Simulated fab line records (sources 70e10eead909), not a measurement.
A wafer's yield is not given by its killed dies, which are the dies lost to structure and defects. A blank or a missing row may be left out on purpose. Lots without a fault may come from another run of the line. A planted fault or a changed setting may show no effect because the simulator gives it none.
Shared-tool check | flow nand_harc | Sample size 11 lots and 33 wafers

REASON IT WAS OPENED
At NHARC_END_SORT_01 the reading killed_at_periphery is flagged on 1 of 11 lots. Fault-free wafers read 3.9, with a standard deviation of 3.
Rule: a lot is flagged in two cases, either no wafer of it has a number, or all its wafers with numbers fall more than 4 standard deviations from that mean. As for the other lots, they are considered sound.

lot  | measured     | on        | killed_at_periphery, wafer by wafer | flag
L310 | day 24 21:41 | prober-01 | 4 4 6                               |
L311 | day 25 07:08 | prober-01 | 4 1 1                               |
L312 | day 25 15:55 | prober-02 | 3 5 1                               |
L313 | day 25 15:58 | prober-01 | 3 2 5                               |
L317 | day 27 11:55 | prober-01 | 3 3 7                               |
L319 | day 28 10:04 | prober-02 | 3 3 2                               |
L320 | day 28 20:32 | prober-01 | 3 1 2                               |
L322 | day 29 11:46 | prober-02 | 3 6 3                               |
L323 | day 30 08:51 | prober-01 | 29 22 26                            | FLAGGED
L327 | day 31 01:08 | prober-01 | 5 3 3                               |
L333 | day 33 20:11 | prober-02 | 5 3 3                               |
The numbers of the flagged lots are 25.7 on average: +21.8 against the usual, or +7 standard deviations.

WHICH TOOL EACH LOT WENT THROUGH
The record holds 4 process steps before the reading, out of a route of 1302 steps. Every cell lists first the tool, next ch and the chambers used by the sampled wafers, and last the start.
lot  | flag    | NHARC_P_M2_DESCUM_14               | NHARC_P_M2_ETCH_35                 | NHARC_P_M2_ANNEAL_31             | NHARC_P_M2_DEP_33
L310 |         | rie_diel-13 ch 0,2,3, day 6 07:52  | rie_diel-13 ch 0,2,3, day 6 07:58  | rtp_anneal-02 ch 0, day 6 09:43  | pecvd-02 ch 1,2, day 6 10:38
L311 |         | rie_diel-13 ch 0,1,3, day 6 20:36  | rie_diel-13 ch 0,1,3, day 6 20:41  | rtp_anneal-01 ch 0, day 6 22:32  | pecvd-01 ch 0,1,2, day 6 23:29
L312 |         | rie_diel-07 ch 0,1,3, day 7 03:13  | rie_diel-07 ch 0,1,3, day 7 03:18  | rtp_anneal-01 ch 0, day 7 05:01  | pecvd-01 ch 0,1,2, day 7 05:58
L313 |         | rie_diel-13 ch 0,1, day 7 17:31    | rie_diel-13 ch 0,1, day 7 17:36    | rtp_anneal-02 ch 0, day 7 19:20  | pecvd-01 ch 0,1,2, day 7 20:14
L317 |         | rie_diel-13 ch 0,2,3, day 9 14:46  | rie_diel-13 ch 1,2,3, day 9 14:51  | rtp_anneal-02 ch 0, day 9 16:35  | pecvd-02 ch 0,1,2, day 9 17:35
L319 |         | rie_diel-07 ch 1,2,3, day 10 09:00 | rie_diel-07 ch 0,2,3, day 10 09:04 | rtp_anneal-02 ch 0, day 10 11:00 | pecvd-01 ch 0,1, day 10 11:54
L320 |         | rie_diel-09 ch 0,2,3, day 11 01:30 | rie_diel-09 ch 2,3, day 11 01:36   | rtp_anneal-01 ch 0, day 11 03:34 | pecvd-04 ch 0,2, day 11 04:28
L322 |         | rie_diel-13 ch 2,3, day 11 16:30   | rie_diel-13 ch 0,2,3, day 11 16:35 | rtp_anneal-02 ch 0, day 11 18:23 | pecvd-02 ch 0,2, day 11 19:19
L323 | FLAGGED | rie_diel-13 ch 0,2,3, day 12 11:22 | rie_diel-13 ch 0,1, day 12 11:25   | rtp_anneal-01, day 12 13:07      | pecvd-02 ch 0,2, day 12 14:10
L327 |         | rie_diel-13 ch 0,1, day 13 07:51   | rie_diel-13 ch 2,3, day 13 07:56   | rtp_anneal-02 ch 0, day 13 10:08 | pecvd-01 ch 0,1,2, day 13 11:09
L333 |         | rie_diel-13 ch 0,2,3, day 15 22:45 | rie_diel-13 ch 0,2,3, day 15 22:50 | rtp_anneal-02 ch 0, day 16 00:32 | pecvd-02 ch 1,2, day 16 01:30
What is done by these steps:
- NHARC_P_M2_DESCUM_14: chemistry O2, time 3 s.
- NHARC_P_M2_ETCH_35: etches the open film in N2/H2, target depth 40 nm, overetch 12 nm, time 43.94 s.
- NHARC_P_M2_ANNEAL_31: time 90 s.
- NHARC_P_M2_DEP_33: deposits SiCN, target thk 30 nm.
- NHARC_END_SORT_01

FLAGGED OVER TOTAL, TOOL BY TOOL (the gauges that took the reading come last)
step                 | tool          | lots run | flagged | share of the flagged lots | sound lots run after its first flagged lot
NHARC_P_M2_DESCUM_14 | rie_diel-07   | 2        | 0       | none                      | -
NHARC_P_M2_DESCUM_14 | rie_diel-09   | 1        | 0       | none                      | -
NHARC_P_M2_DESCUM_14 | rie_diel-13   | 8        | 1       | all                       | 2 (L327,L333)
NHARC_P_M2_ETCH_35   | rie_diel-07   | 2        | 0       | none                      | -
NHARC_P_M2_ETCH_35   | rie_diel-09   | 1        | 0       | none                      | -
NHARC_P_M2_ETCH_35   | rie_diel-13   | 8        | 1       | all                       | 2 (L327,L333)
NHARC_P_M2_ANNEAL_31 | rtp_anneal-01 | 4        | 1       | all                       | 0
NHARC_P_M2_ANNEAL_31 | rtp_anneal-02 | 7        | 0       | none                      | -
NHARC_P_M2_DEP_33    | pecvd-01      | 5        | 0       | none                      | -
NHARC_P_M2_DEP_33    | pecvd-02      | 5        | 1       | all                       | 1 (L333)
NHARC_P_M2_DEP_33    | pecvd-04      | 1        | 0       | none                      | -
NHARC_END_SORT_01    | prober-01     | 7        | 1       | all                       | 1 (L327)
NHARC_END_SORT_01    | prober-02     | 4        | 0       | none                      | -

WHAT IS ALLOWED BY THE TABLE
5 rows of the table ran every flagged lot: rie_diel-13 at NHARC_P_M2_DESCUM_14, rie_diel-13 at NHARC_P_M2_ETCH_35, rtp_anneal-01 at NHARC_P_M2_ANNEAL_31, pecvd-02 at NHARC_P_M2_DEP_33, prober-01 at NHARC_END_SORT_01.
- rie_diel-13 at NHARC_P_M2_DESCUM_14: 1 of its 8 lots flagged. Sound lots ran on it after the first flagged one (L327, L333), which a lasting fault on the whole tool wouldn't allow.
- rie_diel-13 at NHARC_P_M2_ETCH_35: 1 of its 8 lots flagged. Sound lots ran on it after the first flagged one (L327, L333), which a lasting fault on the whole tool wouldn't allow.
- rtp_anneal-01 at NHARC_P_M2_ANNEAL_31: 1 of its 4 lots flagged. A fault beginning between L320 (day 11 03:34), its last sound lot, and L323 (day 12 13:07), its first flagged one, fits the data. On the flagged lots its readings are blank where sound lots have values: anneal_temp_c, anneal_temp_c_max, wafer_temp_C_max.
- pecvd-02 at NHARC_P_M2_DEP_33: 1 of its 5 lots flagged. Sound lots ran on it after the first flagged one (L333), which a lasting fault on the whole tool wouldn't allow.
- prober-01 at NHARC_END_SORT_01: 1 of its 7 lots flagged. Sound lots ran on it after the first flagged one (L327), which a lasting fault on the whole tool wouldn't allow.
Just one tool remains: rtp_anneal-01 at NHARC_P_M2_ANNEAL_31.

WHAT THE SIMULATOR HAD PUT IN
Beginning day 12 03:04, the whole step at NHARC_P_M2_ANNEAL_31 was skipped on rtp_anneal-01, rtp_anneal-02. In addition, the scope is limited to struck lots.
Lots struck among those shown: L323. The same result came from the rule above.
